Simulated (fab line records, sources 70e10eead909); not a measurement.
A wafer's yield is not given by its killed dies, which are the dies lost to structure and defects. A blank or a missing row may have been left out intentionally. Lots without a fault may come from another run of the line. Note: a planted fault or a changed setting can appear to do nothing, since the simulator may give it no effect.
Problem report, 8D (eight disciplines) form, completed by code    flow nandHarc    the parts of the form that need people (team, actions taken, sign-off) are left out

== 1. PROBLEM STATEMENT ==
At NHARC_P_M2_CD_MEAS_09, cdNm averages 173.8 nm over 3 wafers from 2 lots, while fault-free wafers read 170.0 nm, standard deviation 0.56. That is +6.8 standard deviations from the usual mean.
The step: target cd 170 nm.
Earliest sighting: wafer L394.1 on cdSem-01 at day 11 02:08. The record has a number at this step for 42 wafers belonging to 14 lots. Rule for "out", or "out of limits": more than 4 standard deviations from the usual mean. All remaining wafers that have a number are taken as sound.

== 2. WHAT IT IS; WHAT IT IS NOT ==
question                     is                      is not
which readings at this step  cdNm                    -
which lots                   L394, L397              L384, L385, L386, L387, L388, L389, L391, L396, L403, L404, L405, L406
which wafers of those lots   L394.1, L394.5, L397.5  L394.2, L397.2, L397.6
read on which gauges         cdSem-01                cdSem-02, cdSem-03
when                         from day 11 02:08       up to then (22 sound wafers); but 17 sound wafers of L396, L397, L403, L404, L405, L406 came after

== 3. THE SUSPECTS, EACH WITH WHAT RULES IT OUT ==
Counting: any tool at a process step up to the reading remains a suspect provided it ran every lot that is out. Sound lots after the first of them don't rule it out here, since some wafers of a struck lot are sound.
- the gauge at NHARC_P_M2_CD_MEAS_09: kept. All the wafers that are out were read on cdSem-01, and no step on other tools shows them out.
- lithoTrack-04 at NHARC_P_M2_PEB_07 (peb time 65 s): kept. Ran every lot that is out, first one L394 (day 11 02:03); last sound lot up to then L389 (day 8 10:04).
What counting leaves: lithoTrack-04 at NHARC_P_M2_PEB_07 and cdSem-01 at NHARC_P_M2_CD_MEAS_09.

== 4. THE CAUSE (what the simulator had put in) ==
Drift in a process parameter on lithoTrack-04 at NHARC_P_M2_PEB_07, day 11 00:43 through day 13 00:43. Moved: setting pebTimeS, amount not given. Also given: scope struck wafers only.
Counting leaves 2 suspects; this tool is one of them.

== 5. THE EFFECT CHAIN, in route order ==
Rows list readings where the struck wafers' mean (over those with a number) sits beyond 3 standard deviations from the usual. Scope: only readings with a usual standard deviation given in the record; hours: median across lots of the time from each lot's start at the first step in this table that gives one to its start at this step; sigmas: change in usual standard deviations.
hours  step                   reading  usual     on struck wafers  change  sigmas
0      NHARC_P_M2_CD_MEAS_09  cdNm     170.0 nm  173.8             +3.8    +6.8
Later steps that measure or inspect, where all struck wafers having a row at the step show a number for every such reading and not one has moved that far: NHARC_P_M2_OVL_MEAS_10, NHARC_P_M2_INSPECT_11.

== 6. WHAT WOULD HAVE CAUGHT IT SOONER ==
In this record the first reading out of limits at a measuring or inspecting step was taken at day 11 02:08, 1 hour after the fault began at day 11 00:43.
Of the lots that are out (2), L397 began NHARC_P_M2_PEB_07 on lithoTrack-04 after day 11 02:08. Had the tool been put on hold then, it would have been spared.
